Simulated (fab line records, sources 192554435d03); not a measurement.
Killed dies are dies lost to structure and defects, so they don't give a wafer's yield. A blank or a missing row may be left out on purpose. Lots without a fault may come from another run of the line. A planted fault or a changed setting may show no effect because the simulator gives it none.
Which tool did it? | flow n5_finfet | 24 lots, 72 wafers sampled, at 3 steps of a route of 1938

WHAT THE GAUGES READ, wafer by wafer
N5_SD_ACTIVATION_INSPECT_02: inspects for defects (darkfield). Usual: raw_defect_count 193, standard deviation 41.
lot  | measured    | on                | raw_defect_count | flag
L074 | day 3 09:30 | defect_inspect-01 | 160 208 206      |
L075 | day 3 19:10 | defect_inspect-02 | 172 189 189      |
L077 | day 4 06:26 | defect_inspect-02 | 180 246 175      |
L076 | day 4 07:31 | defect_inspect-01 | 154 185 139      |
L078 | day 4 12:50 | defect_inspect-02 | 145 167 187      |
L079 | day 4 18:08 | defect_inspect-02 | 180 275 227      |
L080 | day 4 22:31 | defect_inspect-02 | 150 144 182      |
L081 | day 5 03:00 | defect_inspect-01 | 170 184 161      |
L082 | day 5 11:22 | defect_inspect-02 | 268 196 174      |
L083 | day 5 17:01 | defect_inspect-01 | 201 181 215      |
L084 | day 5 21:00 | defect_inspect-01 | 238 161 208      |
L085 | day 6 06:00 | defect_inspect-01 | 174 174 191      |
L086 | day 6 17:31 | defect_inspect-01 | 291 150 237      |
L087 | day 6 18:06 | defect_inspect-02 | 162 178 136      |
L088 | day 6 23:11 | defect_inspect-01 | 200 226 176      |
L089 | day 7 02:59 | defect_inspect-01 | 139 126 137      |
L091 | day 7 16:49 | defect_inspect-01 | 157 174 157      |
L090 | day 7 17:23 | defect_inspect-02 | 186 197 175      |
L092 | day 8 02:43 | defect_inspect-02 | 251 155 214      |
L093 | day 8 12:34 | defect_inspect-01 | 127 199 231      |
L094 | day 8 16:28 | defect_inspect-01 | 247 152 248      |
L095 | day 8 19:57 | defect_inspect-02 | 232 249 157      |
L096 | day 9 05:55 | defect_inspect-02 | 201 241 245      |
L097 | day 9 10:43 | defect_inspect-02 | 186 197 191      |

N5_SDB_OVL_MEAS_12. Usual: SDB_OVL 0.5 nm, standard deviation 0.64.
lot  | measured    | on         | SDB_OVL (nm)  | flag
L074 | day 3 16:25 | overlay-02 | -0.6 -0.2 0.7 |
L075 | day 4 01:58 | overlay-02 | 0.8 -0.8 0.4  |
L077 | day 4 13:06 | overlay-01 | 0.1 -0.2 0.3  |
L076 | day 4 14:29 | overlay-01 | 0.2 0.0 -0.4  |
L078 | day 4 20:07 | overlay-02 | -0.2 0.6 -0.3 |
L079 | day 5 02:43 | overlay-01 | 0.0 0.0 -0.5  |
L080 | day 5 06:22 | overlay-02 | 1.7 1.8 0.6   |
L081 | day 5 09:39 | overlay-02 | 1.4 0.4 1.0   |
L082 | day 5 18:43 | overlay-01 | 1.8 -0.3 0.2  |
L083 | day 5 23:49 | overlay-02 | 0.2 1.1 0.1   |
L084 | day 6 03:53 | overlay-02 | -0.5 0.5 1.0  |
L085 | day 6 12:49 | overlay-02 | 0.0 -0.1 0.6  |
L086 | day 7 00:31 | overlay-02 | 1.1 1.0 1.1   |
L087 | day 7 01:28 | overlay-02 | -0.2 0.6 1.6  |
L088 | day 7 06:30 | overlay-01 | 0.6 -0.1 1.0  |
L089 | day 7 09:49 | overlay-02 | 1.0 1.2 1.4   |
L091 | day 7 23:44 | overlay-01 | 1.0 2.1 0.8   |
L090 | day 8 00:16 | overlay-01 | 1.2 0.9 1.1   |
L092 | day 8 09:50 | overlay-01 | 0.7 0.4 0.7   |
L093 | day 8 19:22 | overlay-01 | 0.3 0.6 0.5   |
L094 | day 9 00:17 | overlay-01 | -0.2 0.9 0.2  |
L095 | day 9 03:50 | overlay-01 | 1.4 0.6 0.4   |
L096 | day 9 13:14 | overlay-02 | 0.8 1.0 1.7   |
L097 | day 9 17:29 | overlay-02 | 0.5 0.4 0.6   |

WHICH TOOL RAN EACH LOT (tool, then ch and the chambers of the sampled wafers, then the start)
lot  | N5_SDB_HM_DEP_00
L074 | pecvd-02 ch 0,1,2, day 3 15:56
L075 | pecvd-01 ch 1,2, day 4 01:37
L077 | pecvd-02 ch 0,1,2, day 4 12:45
L076 | pecvd-03 ch 1,2, day 4 14:01
L078 | pecvd-03 ch 1,2, day 4 19:38
L079 | pecvd-01 ch 0,2, day 5 02:14
L080 | pecvd-02 ch 0,2, day 5 05:52
L081 | pecvd-02 ch 0,1,2, day 5 09:18
L082 | pecvd-02 ch 0,1, day 5 18:14
L083 | pecvd-01 ch 0,2, day 5 23:19
L084 | pecvd-02 ch 0,2, day 6 03:25
L085 | pecvd-02 ch 0,1,2, day 6 12:20
L086 | pecvd-01 ch 0,1, day 7 00:02
L087 | pecvd-01 ch 0,1, day 7 00:59
L088 | pecvd-01 ch 1,2, day 7 06:01
L089 | pecvd-02 ch 1,2, day 7 09:19
L091 | pecvd-01 ch 0,1,2, day 7 23:23
L090 | pecvd-01 ch 0,1, day 7 23:47
L092 | pecvd-01 ch 1,2, day 8 09:21
L093 | pecvd-03 ch 0,2, day 8 18:53
L094 | pecvd-02 ch 1,2, day 8 23:49
L095 | pecvd-01 ch 0,2, day 9 03:29
L096 | pecvd-01 ch 0,1, day 9 12:45
L097 | pecvd-01 ch 0,1,2, day 9 17:01
- N5_SDB_HM_DEP_00: deposits SiNx from SiH4/NH3/N2, target thk 40 nm, time 35.3 s.

WHAT THE TOOLS THEMSELVES READ (means of the sampled wafers that have a number; where no wafer has one, the mark that the record gives instead)
N5_SDB_HM_DEP_00. Usual: heater_power_w 744 W, standard deviation 81; showerhead_plenum_p_Torr 5.13 Torr, standard deviation 0.072; throttle_valve_pct 40 %, standard deviation 3.2.
lot  | tool     | heater_power_w (W) | showerhead_plenum_p_Torr (Torr) | throttle_valve_pct (%) | flag
L074 | pecvd-02 | 746                | 5.13                            | 38                     |
L075 | pecvd-01 | 723                | 5.19                            | 42                     |
L077 | pecvd-02 | 674                | 5.14                            | 38                     |
L076 | pecvd-03 | 540                | 5.13                            | 38                     |
L078 | pecvd-03 | 624                | 5.13                            | 38                     |
L079 | pecvd-01 | 697                | 5.12                            | 39                     |
L080 | pecvd-02 | 776                | 5.15                            | 40                     |
L081 | pecvd-02 | 738                | 5.15                            | 38                     |
L082 | pecvd-02 | 773                | 5.14                            | 40                     |
L083 | pecvd-01 | 727                | 5.19                            | 39                     |
L084 | pecvd-02 | 711                | 5.15                            | 39                     |
L085 | pecvd-02 | 685                | 5.14                            | 39                     |
L086 | pecvd-01 | 710                | 5.05                            | 42                     |
L087 | pecvd-01 | 825                | 5.06                            | 44                     |
L088 | pecvd-01 | 793                | 5.19                            | 42                     |
L089 | pecvd-02 | 775                | 5.14                            | 38                     |
L091 | pecvd-01 | 786                | 5.13                            | 42                     |
L090 | pecvd-01 | 765                | 5.04                            | 42                     |
L092 | pecvd-01 | 730                | 5.19                            | 42                     |
L093 | pecvd-03 | 716                | 5.16                            | 39                     |
L094 | pecvd-02 | 768                | 5.15                            | 38                     |
L095 | pecvd-01 | 773                | 5.18                            | 40                     |
L096 | pecvd-01 | 736                | 5.05                            | 42                     |
L097 | pecvd-01 | 798                | 5.13                            | 42                     |

THE ANSWER, worked out from the rows above alone
Rule: a lot is off if the mean of its wafers that have a number lies more than 3 standard deviations from the usual mean. A lot without any number at a reading at which 4 lots or more have one is off too. The other lots that the step has rows for count as sound. The gauges are gone through in route order, then the tools' own readings, and for those a lot's mean is taken as printed above. The first step at which some lot is off is used, and at that step the reading that is off furthest; a lot without a number counts as furthest.
No lot is off at any reading shown: from this, nothing can be told.

WHAT THE SIMULATOR HAD PUT IN
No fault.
